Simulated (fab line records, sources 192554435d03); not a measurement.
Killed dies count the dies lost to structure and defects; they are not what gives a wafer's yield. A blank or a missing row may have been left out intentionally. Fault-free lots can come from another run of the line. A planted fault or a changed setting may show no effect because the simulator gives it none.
Which tool did it? + flow n5_finfet + 10 lots, 29 wafers sampled, at 5 steps of a route of 1938

== WHAT EACH GAUGE READ, for each wafer ==
N5_BEOL_M4_RC_MEAS_101. Usual: DIBL_N 36.1 mV/V, standard deviation 1.9; DIBL_P 36.4 mV/V, standard deviation 2.5; IOFF_N 0.16 nA/um, standard deviation 0.036; IOFF_P 0.22 nA/um, standard deviation 0.038; ION_N 672 uA/um, standard deviation 11; ION_P 462 uA/um, standard deviation 8; SS_N 71.6 mV/dec, standard deviation 0.68; SS_P 73.3 mV/dec, standard deviation 0.77; VT_N 250 mV, standard deviation 3.3; VT_P -250 mV, standard deviation 3.6.
| lot  | measured     | on        | DIBL_N (mV/V)  | DIBL_P (mV/V)  | IOFF_N (nA/um) | IOFF_P (nA/um) | ION_N (uA/um) | ION_P (uA/um) | SS_N (mV/dec)  | SS_P (mV/dec)  | VT_N (mV)   | VT_P (mV)      | flag |
|------|--------------|-----------|----------------|----------------|----------------|----------------|---------------|---------------|----------------|----------------|-------------|----------------|------|
| L250 | day 9 03:11  | prober-02 | 36.0 37.3 34.0 | 37.4 39.0 34.3 | 0.15 0.18 0.12 | 0.20 0.24 0.16 | 672 677 667   | 462 466 459   | 71.8 72.3 70.9 | 72.7 73.0 72.2 | 253 248 255 | -249 -245 -253 |      |
| L256 | day 10 06:03 | prober-01 | 36.7 35.2 36.3 | 37.6 34.0 36.4 | 0.18 0.14 0.17 | 0.25 0.19 0.23 | 683 671 680   | 469 462 468   | 72.4 72.2 71.4 | 73.7 72.9 73.7 | 249 251 247 | -246 -253 -248 |      |
| L257 | day 10 15:05 | prober-02 | 37.7 37.1 33.0 | 36.8 37.5 32.3 | 0.17 0.16 0.10 | 0.23 0.24 0.18 | 684 676 658   | 466 464 465   | 71.6 71.7 70.5 | 72.6 72.6 71.5 | 249 248 254 | -252 -245 -252 |      |
| L261 | day 11 18:03 | prober-01 | 38.7 36.9 39.0 | 39.9 36.2 39.8 | 0.19 0.15 0.20 | 0.30 0.23 0.28 | 674 667 693   | 465 461 476   | 72.4 72.3 72.3 | 74.5 73.8 74.2 | 250 251 247 | -245 -248 -243 |      |
| L262 | day 12 15:23 | prober-01 | 36.3 37.1 34.0 | 36.3 38.0 34.8 | 0.15 0.18 0.12 | 0.21 0.23 0.18 | 649 688 645   | 448 463 452   | 71.2 72.0 71.3 | 73.1 73.9 73.1 | 252 247 257 | -251 -251 -253 |      |
| L263 | day 12 23:53 | prober-02 | 32.7 35.0 34.2 | 33.9 36.7 36.0 | 0.12 0.13 0.14 | 0.17 0.19 0.18 | 649 659 674   | 456 456 461   | 71.4 71.4 71.5 | 72.4 72.8 73.4 | 253 255 252 | -253 -253 -254 |      |
| L269 | day 13 22:59 | prober-01 | 33.9 34.4      | 32.8 35.4      | 0.14 0.14      | 0.20 0.23      | 669 675       | 474 474       | 71.3 71.8      | 71.6 73.3      | 251 252     | -247 -244      |      |
| L270 | day 14 07:13 | prober-02 | 36.8 36.6 33.1 | 36.3 34.5 31.4 | 0.16 0.15 0.10 | 0.22 0.20 0.15 | 688 669 654   | 470 459 459   | 71.9 71.0 70.5 | 73.3 73.1 72.1 | 249 253 255 | -249 -250 -255 |      |
| L271 | day 14 14:57 | prober-02 | 32.3 33.8 34.3 | 33.4 34.3 33.7 | 0.13 0.15 0.15 | 0.16 0.17 0.16 | 667 667 660   | 454 457 449   | 70.2 70.9 72.2 | 72.0 71.7 72.4 | 253 252 254 | -254 -254 -255 |      |
| L272 | day 14 16:37 | prober-01 | 36.8 36.1 36.7 | 36.1 33.4 35.1 | 0.15 0.13 0.14 | 0.17 0.14 0.16 | 663 655 660   | 446 442 445   | 71.7 71.0 72.1 | 73.0 71.8 73.0 | 253 256 255 | -254 -258 -257 |      |

== EACH LOT AND THE TOOL THAT RAN IT (in order: tool; ch and the chambers of the sampled wafers; start) ==
| lot  | N5_BEOL_M4_STRIP_97                           | N5_BEOL_M4_ALD_84                   | N5_BEOL_M4_ANNEAL_49         | N5_BEOL_M4_SPUTTER_79        |
|------|-----------------------------------------------|-------------------------------------|------------------------------|------------------------------|
| L250 | rie_diel-04 ch 1,3, day 8 22:10 or earlier    | ald_metal-01 ch 0,2, day 8 22:10    | pvd_sputter-01, day 9 00:25  | pvd_sputter-01, day 9 00:33  |
| L256 | rie_diel-02 ch 0,1, day 10 02:13 or earlier   | ald_metal-04 ch 0,2, day 10 02:13   | pvd_sputter-01, day 10 02:49 | pvd_sputter-01, day 10 02:57 |
| L257 | rie_diel-04 ch 1,2,3, day 10 11:10 or earlier | ald_metal-04 ch 0,1,3, day 10 11:10 | pvd_sputter-01, day 10 12:11 | pvd_sputter-01, day 10 12:19 |
| L261 | rie_diel-03 ch 0,1,2, day 11 14:41 or earlier | ald_metal-01 ch 1,2,3, day 11 14:41 | pvd_sputter-03, day 11 15:17 | pvd_sputter-03, day 11 15:25 |
| L262 | rie_diel-02 ch 1,2,3, day 12 10:20 or earlier | ald_metal-04 ch 0,1, day 12 10:20   | pvd_sputter-03, day 12 12:23 | pvd_sputter-03, day 12 12:32 |
| L263 | rie_diel-03 ch 1,2,3, day 12 20:16 or earlier | ald_metal-03 ch 1,2,3, day 12 20:16 | pvd_sputter-02, day 12 20:54 | pvd_sputter-02, day 12 21:02 |
| L269 | rie_diel-03 ch 2,3, day 13 19:12 or earlier   | ald_metal-04 ch 0,1, day 13 19:12   | pvd_sputter-01, day 13 19:43 | pvd_sputter-01, day 13 19:51 |
| L270 | rie_diel-04 ch 0,1,3, day 14 01:43 or earlier | ald_metal-04 ch 1,2, day 14 01:43   | pvd_sputter-03, day 14 04:06 | pvd_sputter-03, day 14 04:14 |
| L271 | rie_diel-03 ch 0,1, day 14 11:19 or earlier   | ald_metal-04 ch 0,2, day 14 11:19   | pvd_sputter-03, day 14 11:55 | pvd_sputter-03, day 14 12:03 |
| L272 | rie_diel-02 ch 0,1,2, day 14 11:28 or earlier | ald_metal-03 ch 1,3, day 14 11:28   | pvd_sputter-01, day 14 13:43 | pvd_sputter-01, day 14 13:51 |
- N5_BEOL_M4_STRIP_97: strips in N2/H2, time 10 s.
- N5_BEOL_M4_ALD_84: deposits TaN, pulse time 2 s, purge time 3 s, co reactant purge time 2 s.
- N5_BEOL_M4_ANNEAL_49: time 240 s.
- N5_BEOL_M4_SPUTTER_79: material Cu, target thk 4.5 nm, time 8.29 s.

== AS READ BY THE TOOLS THEMSELVES (means over the sampled wafers that have a number; for cases with no such wafer, the mark the record gives instead) ==
N5_BEOL_M4_STRIP_97. Usual: drypump_motor_current_A 6.0 A, standard deviation 0.33; oes_product_au 0.78 a.u., standard deviation 0.081; rf_vpp_V 59.2 V, standard deviation 0.9; showerhead_plenum_p_Torr 2.56 Torr, standard deviation 0.079; throttle_valve_pct 23.6 %, standard deviation 0.32.
| lot  | tool        | drypump_motor_current_A (A) | oes_product_au (a.u.) | rf_vpp_V (V) | showerhead_plenum_p_Torr (Torr) | throttle_valve_pct (%) | flag |
|------|-------------|-----------------------------|-----------------------|--------------|---------------------------------|------------------------|------|
| L250 | rie_diel-04 | 5.7                         | 0.89                  | 58.4         | 2.48                            | 23.8                   |      |
| L256 | rie_diel-02 | 5.5                         | 0.76                  | 58.9         | 2.46                            | 23.6                   |      |
| L257 | rie_diel-04 | 5.9                         | 0.81                  | 58.8         | 2.49                            | 23.8                   |      |
| L261 | rie_diel-03 | 6.1                         | 0.77                  | 58.7         | 2.61                            | 23.7                   |      |
| L262 | rie_diel-02 | 5.8                         | 0.71                  | 59.1         | 2.52                            | 23.7                   |      |
| L263 | rie_diel-03 | 6.1                         | 0.79                  | 60.4         | 2.62                            | 23.4                   |      |
| L269 | rie_diel-03 | 6.0                         | 0.75                  | 59.9         | 2.64                            | 23.3                   |      |
| L270 | rie_diel-04 | 5.7                         | 0.84                  | 59.2         | 2.46                            | 23.6                   |      |
| L271 | rie_diel-03 | 6.2                         | 0.75                  | 59.6         | 2.60                            | 23.9                   |      |
| L272 | rie_diel-02 | 5.6                         | 0.79                  | 58.3         | 2.50                            | 23.7                   |      |

N5_BEOL_M4_ALD_84. Usual: heater_power_w at 397 W, with a standard deviation of 15.
| lot  | tool         | heater_power_w (W) | flag |
|------|--------------|--------------------|------|
| L250 | ald_metal-01 | 394                |      |
| L256 | ald_metal-04 | 408                |      |
| L257 | ald_metal-04 | 413                |      |
| L261 | ald_metal-01 | 390                |      |
| L262 | ald_metal-04 | 404                |      |
| L263 | ald_metal-03 | 390                |      |
| L269 | ald_metal-04 | 403                |      |
| L270 | ald_metal-04 | 381                |      |
| L271 | ald_metal-04 | 402                |      |
| L272 | ald_metal-03 | 382                |      |

N5_BEOL_M4_ANNEAL_49. Usual: heater_power_w at 910 W, with a standard deviation of 130.
| lot  | tool           | heater_power_w (W) | flag |
|------|----------------|--------------------|------|
| L250 | pvd_sputter-01 | 923                |      |
| L256 | pvd_sputter-01 | 773                |      |
| L257 | pvd_sputter-01 | 860                |      |
| L261 | pvd_sputter-03 | 996                |      |
| L262 | pvd_sputter-03 | 977                |      |
| L263 | pvd_sputter-02 | 1034               |      |
| L269 | pvd_sputter-01 | 874                |      |
| L270 | pvd_sputter-03 | 957                |      |
| L271 | pvd_sputter-03 | 1049               |      |
| L272 | pvd_sputter-01 | 826                |      |

N5_BEOL_M4_SPUTTER_79. Usual: chamber_pressure_pa 0.07002 Pa, standard deviation 0.00014; throttle_valve_pct 30.1 %, standard deviation 1.
| lot  | tool           | chamber_pressure_pa (Pa) | throttle_valve_pct (%) | flag |
|------|----------------|--------------------------|------------------------|------|
| L250 | pvd_sputter-01 | 0.06992                  | 30.1                   |      |
| L256 | pvd_sputter-01 | 0.06993                  | 29.7                   |      |
| L257 | pvd_sputter-01 | 0.07176                  | 29.7                   | OFF  |
| L261 | pvd_sputter-03 | 0.07008                  | 30.0                   |      |
| L262 | pvd_sputter-03 | 0.06998                  | 30.1                   |      |
| L263 | pvd_sputter-02 | 0.06998                  | 30.1                   |      |
| L269 | pvd_sputter-01 | 0.06984                  | 31.3                   |      |
| L270 | pvd_sputter-03 | 0.07004                  | 30.4                   |      |
| L271 | pvd_sputter-03 | 0.07018                  | 29.6                   |      |
| L272 | pvd_sputter-01 | 0.07006                  | 29.6                   |      |

== THE ANSWER, worked out from the rows above alone ==
Rule: lot off if the mean of its wafers having a number is beyond 3 standard deviations from the usual mean. Also off: a lot with no number at a reading for which 4 or more lots have one. Where the step has rows for the other lots, those lots are counted as sound. Order of review: gauges by route order, followed by the tools' own readings, for which a lot's mean as printed above is used. At the first step where some lot is off, the reading lying furthest off is the one used; lots without a number count as furthest.
Off at N5_BEOL_M4_SPUTTER_79 (chamber_pressure_pa): L257.
If a tool, at that step or one of the process steps before it, ran each lot that is off and ran no sound lot following the first of them, it fits. Because N5_BEOL_M4_STRIP_97 lacks a start for some lots, the hours and order of its lots are taken from N5_BEOL_M4_ALD_84. Not one of the candidates tried fits.

== WHAT THE SIMULATOR HAD INSERTED ==
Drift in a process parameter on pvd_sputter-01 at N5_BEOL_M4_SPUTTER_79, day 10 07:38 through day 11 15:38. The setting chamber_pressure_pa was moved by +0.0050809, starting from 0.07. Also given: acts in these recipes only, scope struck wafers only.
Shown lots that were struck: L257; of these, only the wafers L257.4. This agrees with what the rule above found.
